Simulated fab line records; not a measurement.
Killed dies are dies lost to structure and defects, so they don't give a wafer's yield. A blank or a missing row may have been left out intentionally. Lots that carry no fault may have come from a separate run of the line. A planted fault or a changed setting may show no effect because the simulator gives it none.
Split-lot experiment | flow n5 finfet | route with 1938 steps; 7 lots, 21 wafers read

== ABOUT THE SPLIT ==
At N5_BEOL_M0_SAQP_ALD_48 (deposits SiO2, target thk 20 nm, pulse time 1 s, co reactant pulse time 1 s), the setting ald cycles was moved away from the recipe's 139 on 8 of the 21 wafers read, by -15.1% to +11.5%. This setting was run at the recipe's value on the other wafers.

Reading taken at the split's own step.

== THE READING ==
SiO2_of_BEOL_M0_SAQP_ALD_48.thk nm (the simulator's own value, which no gauge read), in nm, at N5_BEOL_M0_SAQP_ALD_48 (deposits SiO2, target thk 20 nm, pulse time 1 s, co reactant pulse time 1 s). There is no usual value for it anywhere in the file. Across the 13 wafers here that went through the recipe, the average is 20.0 nm and the standard deviation 0.11 nm.

wafer  | tool, chamber at the split | ald cycles as run | against the recipe | SiO2_of_BEOL_M0_SAQP_ALD_48.thk nm, nm | against lot-mates on the recipe
L076.1 | ald sin-02, 3              | 139               | recipe             | 20                                     | -
L076.2 | ald sin-02, 1              | 139               | recipe             | 20.2                                   | -
L076.3 | ald sin-02, 0              | 118               | -15.1%             | 17.2                                   | -2.9
L078.4 | ald sin-02, 0,3            | 139               | recipe             | 20.2                                   | -
L078.6 | ald sin-02, 0,3            | 139               | recipe             | 20.2                                   | -
L078.5 | ald sin-02, 2              | 139               | recipe             | 20                                     | -
L082.3 | ald sin-02, 3,2            | 145               | +4.3%              | 20.8                                   | +0.8
L082.5 | ald sin-02, 3,2            | 145               | +4.3%              | 20.8                                   | +0.8
L082.6 | ald sin-02, 3              | 139               | recipe             | 20                                     | -
L085.2 | ald sin-03, 0,1            | 139               | recipe             | 20                                     | -
L085.4 | ald sin-03, 0,1            | 139               | recipe             | 20                                     | -
L085.3 | ald sin-03, 2              | 139               | recipe             | 19.8                                   | -
L086.2 | ald sin-02, 2,0            | 155               | +11.5%             | 22.2                                   | +2.2
L086.6 | ald sin-02, 2,0            | 155               | +11.5%             | 22.2                                   | +2.2
L086.5 | ald sin-02, 1              | 139               | recipe             | 20                                     | -
L089.1 | ald sin-03, 0,2,3          | 139               | recipe             | 20                                     | -
L089.2 | ald sin-03, 0,2,3          | 139               | recipe             | 20                                     | -
L089.4 | ald sin-03, 0,2,3          | 139               | recipe             | 20                                     | -
L091.1 | ald sin-02, 1,3            | 123               | -11.5%             | 17.6                                   | no lot-mate on the recipe
L091.4 | ald sin-02, 1,3            | 123               | -11.5%             | 17.6                                   | no lot-mate on the recipe
L091.3 | ald sin-02, 2              | 123               | -11.5%             | 17.8                                   | no lot-mate on the recipe
The file does not say which wafer passed through which chamber wherever a row lists several chambers: such a row stands for several wafers.

FIT RESULTS
A straight line over all 21 wafers: SiO2_of_BEOL_M0_SAQP_ALD_48.thk nm changes by +0.195 nm for each +1% of ald cycles; r = +1.00; the points scatter about the line by 0.11 nm.
The same after taking each lot's own level away (the mean of its wafers on the recipe; 18 wafers): +0.191 nm for each +1%; r = +1.00; scatter 0.068 nm.
That fit puts the effect of the largest move of ald cycles on the reading at 2.9 nm.
Across the lots, their own levels run from 19.93 to 20.13 nm, a range of 1.9 times the standard deviation given above.
The two slopes agree, so the slope changes little with the lot-to-lot level.
Check: for one of the wafers moved furthest among these (-15.1%), held out of the fit, the line's prediction against its lot-mates is -2.88 nm. It came out at -2.9 nm against them.

== THE OTHER SPLITS THESE WAFERS WENT THROUGH ==
Before the reading, these wafers also passed through other splits. Each is held against what the fit with the lots' levels taken away leaves over:
other split on the same wafers               | wafers away from the commonest value | r with SiO2_of_BEOL_M0_SAQP_ALD_48.thk nm (lot level and that fit taken away)
N5_MOL_CONTACT_COAG_ETCH_105 bias w          | 9                                    | -0.01
N5_MOL_CONTACT_COAG_CONTACT_ETCH_14 source w | 11                                   | +0.07

== FILE'S OWN FIT ==
SiO2_of_BEOL_M0_SAQP_ALD_48.thk nm changes by +0.191 nm for each +1% of ald cycles, r = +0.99.
